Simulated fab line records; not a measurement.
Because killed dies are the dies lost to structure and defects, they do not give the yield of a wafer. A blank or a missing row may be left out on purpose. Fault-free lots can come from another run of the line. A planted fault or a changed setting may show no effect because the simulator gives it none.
3 desks looking at one fault    flow nand-harc    numbers are kept per desk, each desk with only its own; the story behind them comes last

THE DEFECT DESK
Counts from the inspections along the route, per lot, as means over the sampled wafers that have a number. Any lot whose mean is over 4 standard deviations away from the usual mean is out of limits and marked OUT; that distance is given in the brackets.
Columns: A = raw-defect-count at NHARC_A_CHANNEL_FILL_D1_INSPECT_13, usual 321
lot   first seen here  A
L530  day 12 02:10     326
L529  day 12 02:12     254
L532  day 12 22:23     297
L533  day 13 12:21     322
L534  day 13 23:23     434
L537  day 15 03:28     325
L538  day 15 03:28     261
L541  day 16 16:28     231
L540  day 16 20:06     416
L543  day 17 09:05     388
L544  day 17 21:49     336
L546  day 18 19:14     223
L550  day 20 11:34     269
Finding of this desk: none of the 13 lots has anything out of limits.

THE METROLOGY DESK
Lot by lot, what the gauges showed, no matter which tool ran the lot: averages of those sampled wafers that carry a number. Any lot whose mean is over 4 standard deviations away from the usual mean is out of limits and marked OUT; that distance is given in the brackets.
Columns: A = thk-nm at NHARC_A_ONON_D2_THK_MEAS_24, usual 1001 nm
lot   first seen here  A
L529  day 13 22:17     1012
L530  day 13 22:24     982
L534  day 15 17:34     1009
L532  day 15 17:36     1005
L533  day 15 17:36     1009
L538  day 17 05:16     999
L537  day 17 05:24     1007
L541  day 18 16:04     992
L540  day 18 16:05     993
L543  day 19 12:32     1093 (+9.9) OUT
L544  day 19 21:28     1117 (+12) OUT
L546  day 20 17:35     1100 (+11) OUT
L550  day 22 11:55     989
Finding of this desk: L543, L544, L546 out of limits; the first was L543 at day 19 12:32, on thk-nm at NHARC_A_ONON_D2_THK_MEAS_24. Within limits: L529, L530, L534, L532, L533, L538, L537, L541, L540, L550.

DESK OF THE TOOL OWNER: pecvd-onon-04
The tool's own readings at NHARC_A_ONON_D2_DEP_22 (target thk 1000 nm): means of the sampled wafers that have a number, for each lot that ran on this tool. Any lot whose mean is over 4 standard deviations away from the usual mean is out of limits and marked OUT; that distance is given in the brackets.
Columns: A = n2-flow-sccm at NHARC_A_ONON_D2_DEP_22, usual 2751 sccm; B = sih4-flow-sccm at NHARC_A_ONON_D2_DEP_22, usual 210.0 sccm
lot   first seen here  A     B
L530  day 13 21:53     2744  209.7
L532  day 15 17:09     2756  209.8
L537  day 17 04:57     2755  209.8
L540  day 18 15:38     2749  211.3
L543  day 19 12:09     2752  209.2
L544  day 19 21:11     2758  209.6
L546  day 20 17:11     2746  211.2
Finding of this desk: none of the 7 lots has anything out of limits.

ALL TOGETHER
On L543, L544, L546, the metrology desk was in a position to raise an alarm at day 19 12:32.
The defect desk saw nothing out of limits.
The desk of the tool owner found nothing out of limits.
The defect desk has L543, L544, L546 on record, within its limits.
On record at the tool owner's desk: L543, L544, L546, within its limits.
NHARC_A_ONON_D2_DEP_22 was run on pecvd-onon-04 by each of the lots named.

WHAT HAD BEEN PUT IN BY THE SIMULATOR
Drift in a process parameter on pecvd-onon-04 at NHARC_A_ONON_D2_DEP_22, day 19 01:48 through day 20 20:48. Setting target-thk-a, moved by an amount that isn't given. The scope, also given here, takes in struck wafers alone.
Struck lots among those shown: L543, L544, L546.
Per desk, hours elapsed from the start of the fault to the first reading out of limits: for the metrology desk, 11.
